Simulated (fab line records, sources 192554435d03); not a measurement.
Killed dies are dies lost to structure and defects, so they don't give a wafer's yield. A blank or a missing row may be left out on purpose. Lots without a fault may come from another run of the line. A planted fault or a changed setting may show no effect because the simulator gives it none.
One fault seen from 2 desks | flow n5_finfet | each desk has only its own numbers; what lay behind them comes last

THE METROLOGY DESK
What the gauges read, lot by lot, whatever tool the lot ran on: means of the sampled wafers that have a number. A lot is out of limits, marked OUT, if its mean lies more than 4 standard deviations from the usual mean; the brackets give that distance. Of its 10 readings 7 are shown: those that lie furthest out on some lot.
Columns: A = IOFF_N at N5_BEOL_M4_RC_MEAS_101, usual 0.168 nA/um; B = IOFF_P at N5_BEOL_M4_RC_MEAS_101, usual 0.22 nA/um; C = ION_N at N5_BEOL_M4_RC_MEAS_101, usual 679 uA/um; D = SS_N at N5_BEOL_M4_RC_MEAS_101, usual 71.7 mV/dec; E = SS_P at N5_BEOL_M4_RC_MEAS_101, usual 73.5 mV/dec; F = VT_N at N5_BEOL_M4_RC_MEAS_101, usual 248.8 mV; G = VT_P at N5_BEOL_M4_RC_MEAS_101, usual -250 mV
lot  | first seen here | A     | B    | C   | D    | E    | F     | G
L553 | day 7 12:11     | 0.184 | 0.22 | 675 | 72.0 | 74.0 | 247.4 | -251
L554 | day 8 02:38     | 0.194 | 0.27 | 684 | 71.4 | 74.2 | 247.4 | -247
L557 | day 8 11:34     | 0.172 | 0.24 | 681 | 71.8 | 73.1 | 248.4 | -249
L558 | day 8 17:46     | 0.175 | 0.22 | 675 | 72.3 | 73.7 | 249.5 | -248
L559 | day 9 06:04     | 0.172 | 0.22 | 678 | 71.4 | 73.4 | 245.7 | -248
L569 | day 11 22:59    | 0.162 | 0.22 | 686 | 71.2 | 72.6 | 248.2 | -249
L572 | day 12 11:42    | 0.136 | 0.19 | 666 | 71.9 | 73.4 | 251.1 | -252
L573 | day 13 06:37    | 0.162 | 0.18 | 679 | 71.8 | 73.6 | 250.2 | -256
This desk's finding: nothing out of limits on any of the 8 lots.

THE TOOL OWNER'S DESK: pvd_sputter-03
The tool's own readings at N5_BEOL_M7_SPUTTER_48 (material Cu, target thk 10 nm, time 1.667 s): means of the sampled wafers that have a number, for each lot that ran on this tool. A lot is out of limits, marked OUT, if its mean lies more than 4 standard deviations from the usual mean; the brackets give that distance.
Columns: A = bias_v at N5_BEOL_M7_SPUTTER_48, usual 60.0 V; B = chamber_pressure_pa at N5_BEOL_M7_SPUTTER_48, usual 0.12999 Pa; C = throttle_valve_pct at N5_BEOL_M7_SPUTTER_48, usual 30.1 %
lot  | first seen here | A    | B       | C
L554 | day 9 05:38     | 59.5 | 0.13019 | 29.7
L557 | day 9 12:23     | 59.4 | 0.12994 | 29.5
L558 | day 9 21:46     | 59.7 | 0.12994 | 30.1
L559 | day 10 06:54    | 59.5 | 0.12997 | 30.9
L569 | day 13 02:05    | 59.8 | 0.13038 | 29.5
L572 | day 13 23:32    | 60.7 | 0.12986 | 29.8
This desk's finding: nothing out of limits on any of the 6 lots.

PUT TOGETHER
The metrology desk saw nothing out of limits.
The tool owner's desk saw nothing out of limits.

WHAT THE SIMULATOR HAD PUT IN
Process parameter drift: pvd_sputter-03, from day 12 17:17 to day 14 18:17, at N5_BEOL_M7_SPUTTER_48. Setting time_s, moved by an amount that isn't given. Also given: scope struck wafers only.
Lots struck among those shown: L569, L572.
